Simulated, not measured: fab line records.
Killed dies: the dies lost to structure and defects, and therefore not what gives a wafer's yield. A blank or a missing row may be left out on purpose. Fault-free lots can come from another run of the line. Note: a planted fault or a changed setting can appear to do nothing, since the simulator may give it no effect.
fab line records + flow nand-harc
record:
- lots: 6
- wafers: 18
- last-day: 33
route steps=1302 shown A_BONDPAD@1217 HYBRID_BOND@1237 THIN_TSV@1244 END@1302
lots untouched by any fault: they come from a run of this same line in which no faults occurred
start-h: hours from the record's first day to the start of the lot's first wafer shown + wait-h: hours elapsed since this lot's preceding step + " repeats the value in the row above + L1.1+2: a single row standing in for several wafers + - no value, or no start given + * or withheld: withheld + < > ~ a bound
route shown NAME@n: a module of which the file shows steps, and the number in the route of the first + usual: mean and standard deviation over wafers with no fault + same: alike in all rows + chamber/n: place in a boat + sites: each site's reading + _std_site: their standard deviation + _edge_site: inner sites' mean taken away from outer sites' mean + radius-mm: for every site, how far away it sits from the centre of the wafer + mask NAME#n: copy n + behind: the tool/chamber that last shaped the wafer + hold: what put the lot on hold/how long, in hours/how the hold closed + device: whichever transistor did not switch (one of n, p or np) + end of line: the same wafers' tests at the end of the route + a step without rows: its recipe alone + killed: not the wafer's yield, but the dies lost to structure and defects at the first sort + map: shows each die of a wafer: x if killed, . if not, _ if none is there
set.NAME: the run value of the setting; set.NAME@STEP: its run value at that earlier step + model.NAME: the simulator's own value behind a step, which no gauge read
a table for each step, a row for each wafer; lots at some steps of the route
services: the hour from which a tool's chamber was out of use, counted from the record's first day as start-h (under 0 if before that day), plus the number of hours and why
== steps ==
step: NHARC_A_BONDPAD_HARDBAKE_10
recipe:
- temp-c: 118
- time-s: 65
step: NHARC_A_BONDPAD_DESCUM_11
recipe:
- time-s: 3
- o2-flow-sccm: 200
- ar-flow-sccm: 0
- bias-power-w: 0
- chemistry: O2
step: NHARC_A_BONDPAD_ETCH_34
recipe:
- target-depth-a: 600
- overetch-a: 180
- time-s: 65.91
- ion-energy-ev: 200
- n2-flow-sccm: 150
- h2-flow-sccm: 150
- ar-flow-sccm: 0
- rf-w: 400
- bias-w: 150
- chemistry: N2/H2
step: NHARC_A_BONDPAD_ETCH_12
recipe:
- target-depth-a: 2200
- time-s: 110
- chf3-flow-sccm: 50
- o2-flow-sccm: 10
- ar-flow-sccm: 200
- rf-w: 500
- bias-w: 200
- chemistry: CHF3/O2
step: NHARC_A_BONDPAD_CD_MEAS_13
usual:
- cd-nm: 499.4/1.4
| lot.wafer | tool      | chamber | start-h | wait-h | cd-nm |
|-----------|-----------|---------|---------|--------|-------|
| L453.1    | cd-sem-01 | -       | 558.85  | -      | 500.4 |
| L453.2    | "         | -       | "       | "      | 499.7 |
| L453.3    | "         | -       | "       | "      | 499.9 |
| L452.1    | cd-sem-02 | -       | 560.84  | -      | 499.0 |
| L452.5    | "         | -       | "       | "      | 499.3 |
| L452.6    | "         | -       | "       | "      | 500.1 |
| L458.3    | cd-sem-03 | -       | 623.20  | -      | 498.6 |
| L458.4    | "         | -       | "       | "      | 499.7 |
| L458.6    | "         | -       | "       | "      | 497.5 |
| L462.1    | cd-sem-03 | -       | 650.12  | -      | 501.9 |
| L462.2    | "         | -       | "       | "      | 499.6 |
| L462.5    | "         | -       | "       | "      | 500.6 |
| L469.1    | cd-sem-03 | -       | 720.35  | -      | 498.4 |
| L469.2    | "         | -       | "       | "      | 499.3 |
| L469.3    | "         | -       | "       | "      | 497.6 |
| L471.1    | cd-sem-03 | -       | 768.09  | -      | 498.4 |
| L471.3    | "         | -       | "       | "      | 498.7 |
| L471.4    | "         | -       | "       | "      | 498.1 |
step: NHARC_A_BONDPAD_STRIP_15
recipe:
- o2-flow-sccm: 500
- ar-flow-sccm: 0
- bias-w: 0
- chemistry: O2
usual:
- drypump-motor-current-A: 5.73/0.28
- oes-product-au: 1.000/0.007
- rf-vpp-V: 57.6/0.91
- showerhead-plenum-p-Torr: 3.46/0.11
- throttle-valve-pct: 17.038/0.0095
| lot.wafer | tool        | chamber | start-h | wait-h | drypump-motor-current-A | oes-product-au | rf-hours-counter-h | rf-vpp-V | showerhead-plenum-p-Torr | throttle-valve-pct |
|-----------|-------------|---------|---------|--------|-------------------------|----------------|--------------------|----------|--------------------------|--------------------|
| L453.2    | rie-diel-04 | 3       | 558.93  | 0.1    | 5.78                    | 1.002          | 3                  | 58.8     | 3.62                     | 17.039             |
| L453.3    | "           | 0       | "       | "      | 5.82                    | 0.998          | 3                  | 56.5     | 3.41                     | 17.041             |
| L453.1    | "           | 2       | "       | "      | 6.23                    | 0.998          | 2                  | 59.4     | 3.33                     | 17.045             |
| L452.1    | rie-diel-04 | 1       | 560.92  | 0.1    | 5.71                    | 0.997          | 2                  | 60.1     | 3.57                     | 17.033             |
| L452.6    | "           | 1       | "       | "      | 5.70                    | 0.995          | -                  | 57.9     | 3.57                     | 17.043             |
| L452.5    | "           | 2       | "       | "      | 6.22                    | 0.995          | -                  | 58.1     | 3.33                     | 17.024             |
| L458.4    | rie-diel-13 | 1       | 623.28  | 0.1    | 5.63                    | 1.003          | 30                 | 58.0     | 3.38                     | 17.042             |
| L458.3    | "           | 0       | "       | "      | 5.44                    | 0.999          | 32                 | 58.7     | 3.75                     | 17.022             |
| L458.6    | "           | 1       | "       | "      | 5.64                    | 0.989          | -                  | 57.6     | 3.38                     | 17.033             |
| L462.2    | rie-diel-04 | 0       | 650.21  | 0.1    | 5.79                    | 0.997          | 13                 | 56.3     | 3.40                     | 17.035             |
| L462.1    | "           | 1       | "       | "      | 5.70                    | 0.985          | 13                 | 58.0     | 3.57                     | 17.026             |
| L462.5    | "           | 1       | "       | "      | 5.69                    | 0.987          | -                  | 58.3     | 3.57                     | 17.032             |
| L469.2    | rie-diel-08 | 1       | 720.42  | 0.1    | 5.61                    | 0.994          | 4                  | 56.8     | 3.30                     | 17.031             |
| L469.3    | "           | 3       | "       | "      | 5.37                    | 0.997          | 5                  | 56.5     | 3.44                     | 17.054             |
| L469.1    | "           | 0       | "       | "      | 5.31                    | 1.016          | 5                  | 58.0     | 3.44                     | 17.031             |
| L471.3    | rie-diel-04 | 2       | 768.16  | 0.1    | 6.20                    | 0.995          | 6                  | 57.4     | 3.32                     | 17.030             |
| L471.1    | "           | 0       | "       | "      | 5.83                    | 0.992          | 5                  | 57.7     | 3.39                     | 17.042             |
| L471.4    | "           | 1       | "       | "      | 5.68                    | 0.997          | 5                  | 56.4     | 3.56                     | 17.035             |
step: NHARC_A_BONDPAD_ETCH_24
recipe:
- target-depth-a: 300
- over-etch-frac: 0.3
- time-s: 72.99
- ion-energy-ev: 150
- cf4-flow-sccm: 50
- n2-flow-sccm: 100
- ar-flow-sccm: 150
- rf-w: 300
- bias-w: 100
- chemistry: CF4/N2
step: NHARC_A_BONDPAD_STRIP_16
recipe:
- time-s: 600
- temp-c: 30
- chemistry: post-etch-residue-remover
step: NHARC_A_BONDPAD_DEGAS_25
recipe:
- temp-c: 300
- time-s: 60
step: NHARC_A_BONDPAD_PRE_CLEAN_26
recipe:
- time-s: 30
- temp-c: 280
- gas: H2/He
usual:
- heater-power-w: 394/24
| lot.wafer | tool           | chamber | start-h | wait-h | heater-power-w |
|-----------|----------------|---------|---------|--------|----------------|
| L453.2    | pvd-sputter-01 | -       | -       | -      | 391            |
| L453.1    | "              | -       | "       | "      | 383            |
| L453.3    | "              | -       | "       | "      | 411            |
| L452.1    | pvd-sputter-01 | -       | -       | -      | 376            |
| L452.6    | "              | -       | "       | "      | 383            |
| L452.5    | "              | -       | "       | "      | 408            |
| L458.3    | pvd-sputter-03 | -       | -       | -      | 397            |
| L458.4    | "              | -       | "       | "      | 437            |
| L458.6    | "              | -       | "       | "      | 376            |
| L462.1    | pvd-sputter-03 | -       | -       | -      | 371            |
| L462.2    | "              | -       | "       | "      | 405            |
| L462.5    | "              | -       | "       | "      | 346            |
| L469.2    | pvd-sputter-02 | -       | -       | -      | 402            |
| L469.1    | "              | -       | "       | "      | 402            |
| L469.3    | "              | -       | "       | "      | 374            |
| L471.1    | pvd-sputter-03 | -       | -       | -      | 362            |
| L471.3    | "              | -       | "       | "      | 423            |
| L471.4    | "              | -       | "       | "      | 416            |
step: NHARC_A_BONDPAD_PVD_17
recipe:
- target-thk-a: 50
- bias-v: 168.6
- power-w: 15000
- chamber-pressure-pa: 0.12
- time-s: 8.06
- substrate-temp-c: 50
- material: TaN
step: NHARC_A_BONDPAD_PVD_27
recipe:
- target-thk-a: 300
- chamber-pressure-pa: 5
- power-w: 5000
- substrate-temp-c: 30
- time-s: 20.49
- material: Cu
step: NHARC_A_BONDPAD_ECD_18
recipe:
- target-thk-a: 4000
- bath-temp-c: 25
- material: Cu
| lot.wafer  | tool      | chamber | start-h | wait-h |
|------------|-----------|---------|---------|--------|
| L453.1+2+3 | ecd-cu-02 | 0,1,1   | 559.85  | -      |
| L452.1+5+6 | ecd-cu-02 | 1,1,0   | 561.83  | -      |
| L458.4+3+6 | ecd-cu-02 | 0,1,1   | 624.29  | -      |
| L462.2+1+5 | ecd-cu-02 | 0,1,0   | 651.14  | -      |
| L469.1+2+3 | ecd-cu-01 | 1,0,0   | 721.33  | -      |
| L471.1+4+3 | ecd-cu-01 | 0,0,1   | 769.08  | -      |
step: NHARC_A_BONDPAD_ANNEAL_28
recipe:
- temp-c: 225
- time-s: 90
usual:
- wafer_temp_C_max: 225.9/0.32
| lot.wafer | tool          | chamber | start-h | wait-h | wafer_temp_C_max |
|-----------|---------------|---------|---------|--------|------------------|
| L453.1    | rtp-anneal-01 | 0       | 560.22  | -      | 225.7            |
| L453.2    | "             | 0       | "       | "      | 225.9            |
| L453.3    | "             | 0       | "       | "      | 225.5            |
| L452.1    | rtp-anneal-01 | 0       | 562.21  | -      | 225.8            |
| L452.5    | "             | 0       | "       | "      | 225.7            |
| L452.6    | "             | 0       | "       | "      | 225.9            |
| L458.3    | rtp-anneal-01 | 0       | 624.67  | 0.3    | 225.6            |
| L458.4    | "             | 0       | "       | "      | 225.9            |
| L458.6    | "             | 0       | "       | "      | 225.4            |
| L462.1    | rtp-anneal-01 | 0       | 651.52  | 0.3    | 225.8            |
| L462.2    | "             | 0       | "       | "      | 226.4            |
| L462.5    | "             | 0       | "       | "      | 225.8            |
| L469.1    | rtp-anneal-01 | 0       | 721.71  | 0.3    | 226.3            |
| L469.2    | "             | 0       | "       | "      | 226.0            |
| L469.3    | "             | 0       | "       | "      | 225.9            |
| L471.1    | rtp-anneal-02 | 0       | 769.46  | -      | 225.6            |
| L471.3    | "             | 0       | "       | "      | 225.5            |
| L471.4    | "             | 0       | "       | "      | 225.6            |
step: NHARC_A_BONDPAD_CMP_19
recipe:
- t-overpolish-s: 30
- cu-recess-touch-s: 16
- target-thk-nm: 169.82
usual:
- motor-current-A: 12.5/1.2
- overpolish-run-s: 30.001/0.0088
| lot.wafer | tool   | chamber | start-h | wait-h | motor-current-A | overpolish-run-s |
|-----------|--------|---------|---------|--------|-----------------|------------------|
| L453.2    | cmp-02 | 2       | 560.57  | -      | 14.5            | 30.011           |
| L453.3    | "      | 3       | "       | "      | 10.8            | 29.994           |
| L453.1    | "      | 0       | "       | "      | 11.8            | 29.987           |
| L452.1    | cmp-03 | 2       | 575.60  | -      | 13.4            | 30.001           |
| L452.5    | "      | 0       | "       | "      | 13.2            | 30.013           |
| L452.6    | "      | 1       | "       | "      | 11.1            | 30.002           |
| L458.3    | cmp-04 | 0       | 624.94  | -      | 13.4            | 30.003           |
| L458.4    | "      | 1       | "       | "      | 12.1            | 29.998           |
| L458.6    | "      | 3       | "       | "      | 12.4            | 30.006           |
| L462.1    | cmp-03 | 2       | 651.87  | -      | 13.6            | 29.998           |
| L462.2    | "      | 0       | "       | "      | 13.0            | 30.024           |
| L462.5    | "      | 2       | "       | "      | 13.7            | 29.999           |
| L469.3    | cmp-03 | 3       | 722.05  | -      | 14.0            | 30.001           |
| L469.1    | "      | 1       | "       | "      | 11.1            | 30.006           |
| L469.2    | "      | 2       | "       | "      | 13.2            | 30.006           |
| L471.3    | cmp-04 | 1       | 769.80  | -      | 11.7            | 29.995           |
| L471.1    | "      | 2       | "       | "      | 11.0            | 29.997           |
| L471.4    | "      | 0       | "       | "      | 13.4            | 30.001           |
step: NHARC_A_BONDPAD_SRD_21
recipe:
- time-s: 30
- temp-c: 23
- dry-time-s: 20
- spin-rpm: 1500
step: NHARC_A_BONDPAD_INSPECT_23
usual:
- raw-defect-count: 562/120
| lot.wafer | tool              | chamber | start-h | wait-h | raw-defect-count |
|-----------|-------------------|---------|---------|--------|------------------|
| L453.1    | defect-inspect-01 | -       | 561.16  | 0.0    | 575              |
| L453.2    | "                 | -       | "       | "      | 511              |
| L453.3    | "                 | -       | "       | "      | 717              |
| L452.1    | defect-inspect-01 | -       | 576.10  | 0.0    | 419              |
| L452.5    | "                 | -       | "       | "      | 501              |
| L452.6    | "                 | -       | "       | "      | 543              |
| L458.3    | defect-inspect-02 | -       | 625.44  | 0.0    | 864              |
| L458.4    | "                 | -       | "       | "      | 497              |
| L458.6    | "                 | -       | "       | "      | 653              |
| L462.1    | defect-inspect-01 | -       | 652.41  | 0.0    | 458              |
| L462.2    | "                 | -       | "       | "      | 565              |
| L462.5    | "                 | -       | "       | "      | 629              |
| L469.1    | defect-inspect-02 | -       | 722.58  | 0.0    | 674              |
| L469.2    | "                 | -       | "       | "      | 646              |
| L469.3    | "                 | -       | "       | "      | 476              |
| L471.1    | defect-inspect-02 | -       | 770.36  | 0.0    | 675              |
| L471.3    | "                 | -       | "       | "      | 474              |
| L471.4    | "                 | -       | "       | "      | 531              |
step: NHARC_HYBRID_BOND_ACTIVATE_00
recipe:
- time-s: 60
- n2-flow-sccm: 200
- ar-flow-sccm: 0
- bias-power-w: 0
- chemistry: N2
step: NHARC_HYBRID_BOND_PRECLEAN_01
recipe:
- time-s: 300
- temp-c: 23
- chemistry: DIW
step: NHARC_HYBRID_BOND_SRD_02
recipe:
- time-s: 30
- temp-c: 23
- dry-time-s: 20
- spin-rpm: 1500
step: NHARC_HYBRID_BOND_BOND_03
recipe:
- temp-c: 25
step: NHARC_HYBRID_BOND_ANNEAL_04
recipe:
- temp-c: 300
- time-s: 7200
- ramp-up-c-per-min: 5
- ramp-down-c-per-min: 3
- idle-temp-c: 100
- pressure-atm: 1
step: NHARC_HYBRID_BOND_OVL_MEAS_05
usual:
- overlay-x-nm: 6/35
- overlay-y-nm: -1/31
| lot.wafer | tool       | chamber | start-h | wait-h | overlay-x-nm | overlay-y-nm |
|-----------|------------|---------|---------|--------|--------------|--------------|
| L453.1    | overlay-01 | -       | 574.37  | 0.4    | -19          | -24          |
| L453.2    | "          | -       | "       | "      | -42          | 7            |
| L453.3    | "          | -       | "       | "      | 44           | -75          |
| L452.1    | overlay-02 | -       | 585.60  | 0.4    | 25           | -5           |
| L452.5    | "          | -       | "       | "      | -27          | 54           |
| L452.6    | "          | -       | "       | "      | 49           | -23          |
| L458.3    | overlay-02 | -       | 639.56  | 0.4    | 17           | 23           |
| L458.4    | "          | -       | "       | "      | -19          | -30          |
| L462.2    | overlay-02 | -       | 668.05  | 0.4    | 43           | -61          |
| L462.5    | "          | -       | "       | "      | 20           | -20          |
| L469.1    | overlay-01 | -       | 733.72  | 0.4    | 33           | -17          |
| L469.2    | "          | -       | "       | "      | -13          | 21           |
| L469.3    | "          | -       | "       | "      | 44           | 40           |
| L471.1    | overlay-01 | -       | 778.61  | 0.4    | 78           | 3            |
| L471.3    | "          | -       | "       | "      | 33           | 12           |
| L471.4    | "          | -       | "       | "      | 26           | 31           |
step: NHARC_HYBRID_BOND_INSPECT_06
recipe:
- inspect-instrument: ir-void
usual:
- raw-defect-count: 94/36
| lot.wafer | tool              | chamber | start-h | wait-h | raw-defect-count |
|-----------|-------------------|---------|---------|--------|------------------|
| L453.1    | defect-inspect-01 | -       | 575.73  | 1.4    | 165              |
| L453.2    | "                 | -       | "       | "      | 140              |
| L453.3    | "                 | -       | "       | "      | 166              |
| L452.1    | defect-inspect-01 | -       | 585.65  | 0.0    | 69               |
| L452.5    | "                 | -       | "       | "      | 73               |
| L452.6    | "                 | -       | "       | "      | 90               |
| L458.3    | defect-inspect-01 | -       | 639.62  | 0.1    | 35               |
| L458.4    | "                 | -       | "       | "      | 33               |
| L462.2    | defect-inspect-02 | -       | 668.10  | 0.1    | 90               |
| L462.5    | "                 | -       | "       | "      | 93               |
| L469.1    | defect-inspect-01 | -       | 733.77  | 0.0    | 114              |
| L469.2    | "                 | -       | "       | "      | 123              |
| L469.3    | "                 | -       | "       | "      | 106              |
| L471.1    | defect-inspect-01 | -       | 778.66  | 0.0    | 62               |
| L471.3    | "                 | -       | "       | "      | 56               |
| L471.4    | "                 | -       | "       | "      | 71               |
step: NHARC_THIN_TSV_GRIND_00
recipe:
- target-thk-um: 6
step: NHARC_THIN_TSV_CMP_01
recipe:
- target-thk-um: 3
usual:
- motor-current-A: 11.8/1.5
| lot.wafer | tool   | chamber | start-h | wait-h | motor-current-A |
|-----------|--------|---------|---------|--------|-----------------|
| L453.1    | cmp-04 | 1       | 579.44  | 1.1    | 12.0            |
| L453.2    | "      | 2       | "       | "      | 11.3            |
| L453.3    | "      | 3       | "       | "      | 12.4            |
| L452.1    | cmp-01 | 1       | 587.04  | 1.0    | 9.9             |
| L452.6    | "      | 0       | "       | "      | 11.7            |
| L452.5    | "      | 1       | "       | "      | 9.4             |
| L458.3    | cmp-03 | 1       | 640.99  | 0.6    | 10.7            |
| L458.4    | "      | 3       | "       | "      | 13.8            |
| L462.2    | cmp-01 | 1       | 669.53  | 0.9    | 9.4             |
| L462.5    | "      | 3       | "       | "      | 12.6            |
| L469.3    | cmp-04 | 3       | 735.18  | 0.7    | 12.0            |
| L469.2    | "      | 0       | "       | "      | 12.7            |
| L469.1    | "      | 1       | "       | "      | 12.1            |
| L471.4    | cmp-04 | 2       | 781.25  | 0.4    | 11.4            |
| L471.3    | "      | 3       | "       | "      | 11.9            |
| L471.1    | "      | 0       | "       | "      | 13.7            |
step: NHARC_THIN_TSV_THK_MEAS_02
recipe:
- thk-meas-gauge: ir
usual:
- thk-nm: 2973/200
| lot.wafer | tool          | chamber | start-h | wait-h | thk-nm |
|-----------|---------------|---------|---------|--------|--------|
| L453.1    | film-metro-02 | -       | 579.68  | -      | 2890   |
| L453.2    | "             | -       | "       | "      | 2871   |
| L453.3    | "             | -       | "       | "      | 3243   |
| L452.1    | film-metro-02 | -       | 587.28  | 0.2    | 3045   |
| L452.5    | "             | -       | "       | "      | 2711   |
| L452.6    | "             | -       | "       | "      | 3140   |
| L458.3    | film-metro-01 | -       | 641.23  | -      | 3067   |
| L458.4    | "             | -       | "       | "      | 2760   |
| L462.2    | film-metro-02 | -       | 669.74  | -      | 2982   |
| L462.5    | "             | -       | "       | "      | 2856   |
| L469.1    | film-metro-02 | -       | 735.42  | -      | 3220   |
| L469.2    | "             | -       | "       | "      | 2785   |
| L469.3    | "             | -       | "       | "      | 2669   |
| L471.1    | film-metro-02 | -       | 781.48  | -      | 3295   |
| L471.3    | "             | -       | "       | "      | 2842   |
| L471.4    | "             | -       | "       | "      | 2857   |
step: NHARC_THIN_TSV_SRD_03
step: NHARC_THIN_TSV_PRECLEAN_41
recipe:
- time-s: *
- temp-c: 50
- bath-age-min: 0
- chemistry: SC1
step: NHARC_THIN_TSV_SRD_42
step: NHARC_THIN_TSV_DEP_43
recipe:
- target-thk-a: 13285
- temp-c: withheld
- pressure-torr: 6.5
- rf-w: 900
- teos-flow-sccm: 161.4
- flow-sccm: 2650
- target-thk-nm: 1328.5
- gas: O2
- material: SiO2
step: NHARC_THIN_TSV_DEHYDRATE_04
recipe:
- temp-c: 150
- time-s: 120
step: NHARC_THIN_TSV_HMDS_05
recipe:
- time-s: 30
step: NHARC_THIN_TSV_COAT_06
recipe:
- spin-rpm: *
step: NHARC_THIN_TSV_SOFTBAKE_07
recipe:
- temp-c: 122
- time-s: 95
step: NHARC_THIN_TSV_EBR_08
step: NHARC_THIN_TSV_EXPOSE_09
recipe:
- na: 0.55
- dose-mj: 30.7
- mask-id: TSV
step: NHARC_THIN_TSV_PEB_10
recipe:
- peb-temp-c: 118
- peb-time-s: 85
step: NHARC_THIN_TSV_DEVELOP_11
recipe:
- time-s: 70
step: NHARC_END_SORT_01
recipe:
- temp-c: 25
usual:
- defect-limited-yield: 90.7/3
- killed-at-array: 58/20
- killed-at-other: 0.9/1.4
- killed-at-periphery: 4/3.1
- killed-dies: 63/20
- killed-open: 3.3/1.8
- killed-short: 2.4/1.5
same:
- gross-dies: 677
| lot.wafer | tool      | chamber | start-h | wait-h | defect-limited-yield[%] | killed-at-array | killed-at-other | killed-at-periphery | killed-dies | killed-open | killed-short |
|-----------|-----------|---------|---------|--------|-------------------------|-----------------|-----------------|---------------------|-------------|-------------|--------------|
| L452.1    | prober-02 | 0       | 603.46  | 2.5    | 92.5                    | 49              | 1               | 1                   | 51          | 3           | 1            |
| L452.5    | prober-02 | 0       | 606.67  | 3.7    | 91.3                    | 54              | 0               | 5                   | 59          | 2           | 6            |
| L452.6    | prober-02 | 0       | 607.47  | 4.0    | 91.1                    | 60              | 0               | 0                   | 60          | 4           | 3            |
| L458.6    | prober-02 | 0       | 661.01  | 4.0    | 0                       | 675             | 1               | 1                   | 677         | 2           | 3            |
| L462.1    | prober-02 | 0       | 687.72  | 2.5    | 0                       | 674             | 0               | 3                   | 677         | 3           | 0            |
killed by level:class
L452.1 A_CHANNEL_HOLE_D1:chamber-film-flake=26 A_CHANNEL_HOLE_D2:chamber-film-flake=8 A_STAIRCASE:chamber-film-flake=4 A_SLIT:chamber-film-flake=3 A_CONTACT:chamber-film-flake=3 A_ONON_D1:geometric-particle:open=1 A_STAIRCASE:geometric-particle:short=1 A_SGD_CUT:geometric-particle:open=1
L452.5 A_CHANNEL_HOLE_D1:chamber-film-flake=27 A_CHANNEL_HOLE_D2:chamber-film-flake=8 A_CONTACT:chamber-film-flake=5 A_SLIT:chamber-film-flake=3 P_GATE:chamber-film-flake=3 A_WL_FILL:geometric-particle:short=2 A_CHANNEL_FILL_D2:chamber-film-flake=2 A_STAIRCASE:chamber-film-flake=2
L452.6 A_CHANNEL_HOLE_D1:chamber-film-flake=37 A_CONTACT:chamber-film-flake=6 A_STAIRCASE:chamber-film-flake=5 A_CHANNEL_HOLE_D2:chamber-film-flake=3 A_ONON_D1:geometric-particle:short=1 A_CHANNEL_HOLE_D2:geometric-particle:short=1 A_CHANNEL_FILL_D2:geometric-particle:open=1 A_CONTACT:geometric-particle:open=1
L458.6 A_BONDPAD:area-ecd=644 A_CHANNEL_HOLE_D1:chamber-film-flake=9 A_CHANNEL_HOLE_D2:chamber-film-flake=8 A_STAIRCASE:chamber-film-flake=5 A_CHANNEL_FILL_D1:chamber-film-flake=2 A_DECK1_JOINT:geometric-particle:open=1 A_CHANNEL_HOLE_D2:geometric-particle:short=1 A_CHANNEL_FILL_D2:geometric-particle:open=1
L462.1 A_BONDPAD:area-ecd=620 A_CHANNEL_HOLE_D1:chamber-film-flake=28 A_CHANNEL_HOLE_D2:chamber-film-flake=15 A_STAIRCASE:chamber-film-flake=3 A_WL_FILL:chamber-film-flake=3 P_BONDPAD:chamber-film-flake=2 P_M0:geometric-particle:open=1 A_ONON_D1:geometric-particle:open=1
map L458.6 (x killed, . not)
____________x____________
_________xxxxxxx_________
_______xxxxxxxxxxx_______
______xxxxxxxxxxxxx______
_____xxxxxxxxxxxxxxx_____
____xxxxxxxxxxxxxxxxx____
____xxxxxxxxxxxxxxxxx____
___xxxxxxxxxxxxxxxxxxx___
___xxxxxxxxxxxxxxxxxxx___
__xxxxxxxxxxxxxxxxxxxxx__
__xxxxxxxxxxxxxxxxxxxxx__
_xxxxxxxxxxxxxxxxxxxxxxx_
_xxxxxxxxxxxxxxxxxxxxxxx_
_xxxxxxxxxxxxxxxxxxxxxxx_
_xxxxxxxxxxxxxxxxxxxxxxx_
_xxxxxxxxxxxxxxxxxxxxxxx_
xxxxxxxxxxxxxxxxxxxxxxxxx
xxxxxxxxxxxxxxxxxxxxxxxxx
xxxxxxxxxxxxxxxxxxxxxxxxx
xxxxxxxxxxxxxxxxxxxxxxxxx
xxxxxxxxxxxxxxxxxxxxxxxxx
_xxxxxxxxxxxxxxxxxxxxxxx_
_xxxxxxxxxxxxxxxxxxxxxxx_
_xxxxxxxxxxxxxxxxxxxxxxx_
_xxxxxxxxxxxxxxxxxxxxxxx_
_xxxxxxxxxxxxxxxxxxxxxxx_
__xxxxxxxxxxxxxxxxxxxxx__
__xxxxxxxxxxxxxxxxxxxxx__
___xxxxxxxxxxxxxxxxxxx___
___xxxxxxxxxxxxxxxxxxx___
____xxxxxxxxxxxxxxxxx____
____xxxxxxxxxxxxxxxxx____
_____xxxxxxxxxxxxxxx_____
______xxxxxxxxxxxxx______
_______xxxxxxxxxxx_______
_________xxxxxxx_________
____________x____________
map L462.1 (x killed, . not)
____________x____________
_________xxxxxxx_________
_______xxxxxxxxxxx_______
______xxxxxxxxxxxxx______
_____xxxxxxxxxxxxxxx_____
____xxxxxxxxxxxxxxxxx____
____xxxxxxxxxxxxxxxxx____
___xxxxxxxxxxxxxxxxxxx___
___xxxxxxxxxxxxxxxxxxx___
__xxxxxxxxxxxxxxxxxxxxx__
__xxxxxxxxxxxxxxxxxxxxx__
_xxxxxxxxxxxxxxxxxxxxxxx_
_xxxxxxxxxxxxxxxxxxxxxxx_
_xxxxxxxxxxxxxxxxxxxxxxx_
_xxxxxxxxxxxxxxxxxxxxxxx_
_xxxxxxxxxxxxxxxxxxxxxxx_
xxxxxxxxxxxxxxxxxxxxxxxxx
xxxxxxxxxxxxxxxxxxxxxxxxx
xxxxxxxxxxxxxxxxxxxxxxxxx
xxxxxxxxxxxxxxxxxxxxxxxxx
xxxxxxxxxxxxxxxxxxxxxxxxx
_xxxxxxxxxxxxxxxxxxxxxxx_
_xxxxxxxxxxxxxxxxxxxxxxx_
_xxxxxxxxxxxxxxxxxxxxxxx_
_xxxxxxxxxxxxxxxxxxxxxxx_
_xxxxxxxxxxxxxxxxxxxxxxx_
__xxxxxxxxxxxxxxxxxxxxx__
__xxxxxxxxxxxxxxxxxxxxx__
___xxxxxxxxxxxxxxxxxxx___
___xxxxxxxxxxxxxxxxxxx___
____xxxxxxxxxxxxxxxxx____
____xxxxxxxxxxxxxxxxx____
_____xxxxxxxxxxxxxxx_____
______xxxxxxxxxxxxx______
_______xxxxxxxxxxx_______
_________xxxxxxx_________
____________x____________
== services ==
| tool           | chamber | start-h | hours | kind   |
|----------------|---------|---------|-------|--------|
| pvd-sputter-03 | -       | 552.72  | 10.0  | pm     |
| cmp-03         | -       | 555.61  | 4.0   | pm     |
| cmp-01         | -       | 577.77  | 4.0   | pm     |
| pvd-sputter-03 | -       | 579.53  | 1.3   | repair |
| pvd-sputter-01 | -       | 583.37  | 10.0  | pm     |
| ecd-cu-02      | -       | 596.27  | 8.0   | pm     |
| cmp-04         | -       | 601.16  | 4.0   | pm     |
| cmp-01         | -       | 602.49  | 2.0   | repair |
| cmp-03         | -       | 611.67  | 2.2   | repair |
| pvd-sputter-03 | -       | 617.95  | 0.5   | repair |
| rie-diel-04    | 2       | 628.00  | 28.6  | repair |
| rie-diel-04    | 3       | 639.10  | 1.6   | repair |
| cmp-03         | -       | 653.61  | 4.0   | pm     |
| cmp-01         | -       | 675.77  | 4.0   | pm     |
| ecd-cu-01      | -       | 688.15  | 8.0   | pm     |
| cmp-04         | -       | 699.16  | 4.0   | pm     |
| rie-diel-04    | -       | 709.65  | 9.0   | pm     |
| ecd-cu-02      | -       | 722.87  | 0.7   | repair |
| pvd-sputter-03 | -       | 730.72  | 10.0  | pm     |
| pvd-sputter-03 | -       | 742.65  | 1.7   | repair |
| ecd-cu-01      | -       | 747.22  | 0.9   | repair |
| cmp-03         | -       | 751.61  | 4.0   | pm     |
| pvd-sputter-01 | -       | 761.37  | 10.0  | pm     |
| ecd-cu-02      | -       | 772.27  | 8.0   | pm     |
== key ==
first-sign:
- step: NHARC_END_SORT_01
- reading: killed-at-array
- direction: up
- sigmas: 32
- usual: 58
- struck: 674
effect:
- step: NHARC_END_SORT_01
- reading: defect-limited-yield
- direction: down
- sigmas: 31
- usual: 90.7
- struck: 0
more-kills-born-at:
- NHARC_A_BONDPAD_ECD_18@ecd-cu-02: 1264
met-at NHARC_A_BONDPAD_ECD_18
struck-wafers L458.6,L462.1
later-rows-left-out L458.6,L462.1
onset-between 561.83 624.29
fault:
- kind: process-parameter-drift
- tool: ecd-cu-02
- chamber: -
- onset-h: 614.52
- steps: NHARC_A_BONDPAD_ECD_18
- channel: target-thk-a
- offset: *
- shape: step
- end-h: 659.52
- scope: struck-wafers-only
- acts-in: *
- stated: *
later-rows-left-out: the simulator's readings of these wafers behind a module that went badly wrong aren't trusted and aren't shown, but for the sort
